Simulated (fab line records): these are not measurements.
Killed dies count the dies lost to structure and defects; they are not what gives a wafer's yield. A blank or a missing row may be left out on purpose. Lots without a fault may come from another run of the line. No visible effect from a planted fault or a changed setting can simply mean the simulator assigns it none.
Chamber matching || flow n5_finfet || 4 sister chambers for N5_BEOL_M13_ETCH_68 on rie_diel-01
The step etches SOC in N2/H2, time 355 s. 4 wafers are shown with their chamber, then 8 later ones without.

WAFERS WITH THEIR CHAMBER
{"wafer": "L080.1", "chamber": 3, "drypump_motor_current_A (A)": 6.3}
{"wafer": "L085.4", "chamber": 1, "drypump_motor_current_A (A)": 5.5}
{"wafer": "L085.5", "chamber": 0, "drypump_motor_current_A (A)": 5.9}
{"wafer": "L087.2", "chamber": 2, "drypump_motor_current_A (A)": 5.4}

WAFERS WITHOUT THEIR CHAMBER
{"wafer": "L087.4", "drypump_motor_current_A (A)": 5.9}
{"wafer": "L087.6", "drypump_motor_current_A (A)": 5.9}
{"wafer": "L092.2", "drypump_motor_current_A (A)": 5.4}
{"wafer": "L092.3", "drypump_motor_current_A (A)": 6.3}
{"wafer": "L092.5", "drypump_motor_current_A (A)": 5.6}
{"wafer": "L097.1", "drypump_motor_current_A (A)": 5.4}
{"wafer": "L097.3", "drypump_motor_current_A (A)": 5.5}
{"wafer": "L097.5", "drypump_motor_current_A (A)": 6.3}

THE CHAMBER EACH PASSED THROUGH
{"wafer": "L087.4", "from the rows above": 0, "in truth": 0}
{"wafer": "L087.6", "from the rows above": 0, "in truth": 0}
{"wafer": "L092.2", "from the rows above": 2, "in truth": 2}
{"wafer": "L092.3", "from the rows above": 3, "in truth": 3}
{"wafer": "L092.5", "from the rows above": 1, "in truth": 1}
{"wafer": "L097.1", "from the rows above": 2, "in truth": 2}
{"wafer": "L097.3", "from the rows above": 1, "in truth": 1}
{"wafer": "L097.5", "from the rows above": 3, "in truth": 3}
Correctly placed: 8 of 8. Not placeable from these rows: 0. Number placed wrongly: 0.
How it was worked out, from the rows above alone: a wafer's distance from a chamber is the root of the sum, over the readings, of the square of ((its reading less the chamber's mean) divided by the reading's scatter). If the next closest chamber is less than 2 further off than the closest, the wafer can't be placed; otherwise it belongs to the closest. Each chamber's mean is taken over the wafers shown for it. The scatter (one wafer shown for each chamber): square how far every hidden wafer sits from the nearest shown wafer, average those squares and take the square root.
